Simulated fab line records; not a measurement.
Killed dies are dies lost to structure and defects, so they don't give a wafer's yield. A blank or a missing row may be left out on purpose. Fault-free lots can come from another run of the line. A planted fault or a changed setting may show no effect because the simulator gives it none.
One fault through the eyes of 2 desks | flow nand harc | every desk sees just its own numbers, and what lay behind them comes last

## FOR THE TOOL OWNER'S DESK: litho track-01
The tool's own readings at NHARC_A_CHANNEL_HOLE_D1_SOFTBAKE_05 (time 55 s): means of the sampled wafers that have a number, for each lot that ran on this tool. Marked OUT: a lot whose mean sits more than 4 standard deviations from the usual mean, which makes it out of limits; the brackets give that distance.
Columns: A = heater power total W at NHARC_A_CHANNEL_HOLE_D1_SOFTBAKE_05, usual 188.45 W
lot  | first seen here | A
L820 | day 10 04:00    | 188.37
L821 | day 10 23:00    | 188.43
L824 | day 12 03:00    | 188.34
L829 | day 13 20:00    | 188.34
L835 | day 16 03:00    | 181.16 (-52) OUT
L838 | day 17 13:00    | 181.07 (-53) OUT
This desk's verdict: out of limits on L835, L838, starting with L835 at day 16 03:00 (heater power total W at NHARC_A_CHANNEL_HOLE_D1_SOFTBAKE_05). In limits: L820, L821, L824, L829.

## AT THE METROLOGY DESK
What the gauges read, lot by lot, whatever tool the lot ran on: means of the sampled wafers that have a number. Marked OUT: a lot whose mean sits more than 4 standard deviations from the usual mean, which makes it out of limits; the brackets give that distance.
Columns: A = thk nm at NHARC_A_ONON_D1_THK_MEAS_08, usual 1001 nm; B = thk nm at NHARC_A_ONON_D1_THK_MEAS_11, usual 1001 nm
lot  | first seen here | A    | B
L816 | day 7 22:38     | 998  | 1006
L819 | day 8 18:50     | 1009 | 998
L820 | day 9 13:22     | 993  | 1014
L821 | day 10 09:57    | 999  | 1000
L823 | day 10 21:59    | 1015 | 999
L824 | day 11 08:26    | 1014 | 1002
L825 | day 11 16:06    | 984  | 1011
L828 | day 13 04:09    | 1003 | 1005
L829 | day 13 04:23    | 1009 | 997
L835 | day 15 12:08    | 1011 | 1006
L837 | day 16 19:23    | 996  | 992
L838 | day 16 23:12    | 989  | 981
L839 | day 17 15:34    | 1008 | 1002
Finding of this desk: none of the 13 lots has anything out of limits.

## PUT TOGETHER
On L835, L838, at day 16 03:00, an alarm was possible from the tool owner's desk.
The metrology desk saw nothing out of limits.
The metrology desk holds a record of L835, L838, inside its limits.
On litho track-01, each named lot ran NHARC_A_CHANNEL_HOLE_D1_SOFTBAKE_05.

## WHAT THE SIMULATOR HAD INSERTED
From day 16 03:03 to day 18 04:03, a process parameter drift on litho track-01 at NHARC_A_CHANNEL_HOLE_D1_SOFTBAKE_05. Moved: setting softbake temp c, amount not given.
Shown lots that were struck: L835, L838.
